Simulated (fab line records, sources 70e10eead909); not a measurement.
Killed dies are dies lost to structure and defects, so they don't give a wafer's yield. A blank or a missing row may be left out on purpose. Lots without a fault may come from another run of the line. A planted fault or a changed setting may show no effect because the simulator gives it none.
A struck lot beside a sound one | flow nand_harc | 14 steps out of a route of 1302
Sound: wafers L847.1, L847.4, L847.5. Struck: wafer L854.4. (L854.5 of the same lot was not struck and is left out.) The cause comes at the end.
At each step with rows: each side's tool, then ch and its chambers, then its first start. Under that, the readings that differ: sound wafers | struck wafers | difference of the means | sigmas: that difference in standard deviations of wafers without a fault.
alike: readings whose means differ by less than 2 such deviations, and words and numbers that are the same on both sides. not compared: withheld readings, readings that some wafer has no value for, bounds like >300 that may hide the same value, and numbers for which the record gives no deviation and whose values overlap.
The two part at a step that has a row with sigmas, a row that says differs or no value, or rows on one side only. Numbers that don't overlap but have no deviation are shown without sigmas and don't part them. A reading that every wafer of one side lacks parts them only if that side has two wafers or more.

NHARC_A_CHANNEL_FILL_D2_ALD_16: deposits SiO2, target thk 1.5 nm, pulse time 10 s, ald cycles 15.
  sound on ald_hk-04 ch 2,3, day 16 08:50; struck on ald_hk-02 ch 2, day 19 05:28
  alike: heater_power_w, precursor_pulse_height_rel, susceptor_temp_C
then, 2 steps without rows for these wafers: NHARC_A_CHANNEL_FILL_D2_ANNEAL_17 (time 1800 s); NHARC_A_CHANNEL_FILL_D2_CVD_18 (deposits poly-Si, target thk 3 nm).
NHARC_A_CHANNEL_FILL_D2_ETCHBACK_19: etches the open film in HBr/Cl2, target depth 5 nm, time 1.7 s.
  sound on rie_si-04 ch 0,1,2, day 16 21:50; struck on rie_si-03 ch 0, day 19 18:02
  alike: drypump_motor_current_A, oes_product_au, throttle_valve_pct
  not compared: rf_hours_counter_h
NHARC_A_CHANNEL_FILL_D2_ETCHBACK_20: etches the open film in C4F8/O2/Ar, target depth 27 nm, time 13.5 s.
  sound on rie_diel-12 ch 0,1,3, day 16 21:57; struck on rie_diel-11 ch 3, day 19 18:10
  alike: oes_product_au, rf_vpp_V, run_length_s
  not compared: rf_hours_counter_h
then, 5 steps without rows for these wafers: NHARC_A_CHANNEL_FILL_D2_STRIP_28 (strips in O2, time 20 s); NHARC_A_CHANNEL_FILL_D2_PRECLEAN_21 (cleans in dHF, time 30 s); NHARC_A_CHANNEL_FILL_D2_SRD_23; NHARC_A_CHANNEL_FILL_D2_CVD_05 (deposits poly-Si, target thk 5 nm); NHARC_A_CHANNEL_FILL_D2_ANNEAL_22 (time 7200 s).
NHARC_A_CHANNEL_FILL_D2_ALD_25: deposits SiOx, target thk 60 nm, pulse time 10 s, ald cycles 600.
  sound on ald_hk-04 ch 2,3, day 17 09:55; struck on ald_hk-01 ch 1, day 20 07:20
  reading                    | sound             | struck | difference | sigmas
  precursor_pulse_height_rel | 0.999 1.000 0.986 | 1.041  | +0.046     | +3
  alike: heater_power_w, susceptor_temp_C
NHARC_A_CHANNEL_FILL_D2_ETCHBACK_08: etches the open film in C4F8, target depth 220 nm, time 110 s.
  sound on rie_diel-11 ch 0,1,3, day 17 15:31; struck on rie_diel-11 ch 0, day 20 11:02
  reading          | sound             | struck | difference | sigmas
  run_length_s (s) | 132.2 132.0 131.3 | 148.7  | +16.9      | +42
  alike: oes_product_au, rf_vpp_V
  not compared: rf_hours_counter_h
NHARC_A_CHANNEL_FILL_D2_STRIP_29: strips in O2, time 20 s.
  sound on rie_diel-11 ch 0,2,3; struck on rie_diel-11 ch 3
  alike: drypump_motor_current_A, oes_product_au, rf_vpp_V, showerhead_plenum_p_Torr, throttle_valve_pct
  not compared: rf_hours_counter_h
then, 1 step without rows for these wafers: NHARC_END_SORT_01.

WHERE THEY PART
First at NHARC_A_CHANNEL_FILL_D2_ALD_25; last, within this record, at NHARC_A_CHANNEL_FILL_D2_ETCHBACK_08. Later steps at which nothing parts them and some readings are alike: NHARC_A_CHANNEL_FILL_D2_STRIP_29.

WHY: what the simulator had put in
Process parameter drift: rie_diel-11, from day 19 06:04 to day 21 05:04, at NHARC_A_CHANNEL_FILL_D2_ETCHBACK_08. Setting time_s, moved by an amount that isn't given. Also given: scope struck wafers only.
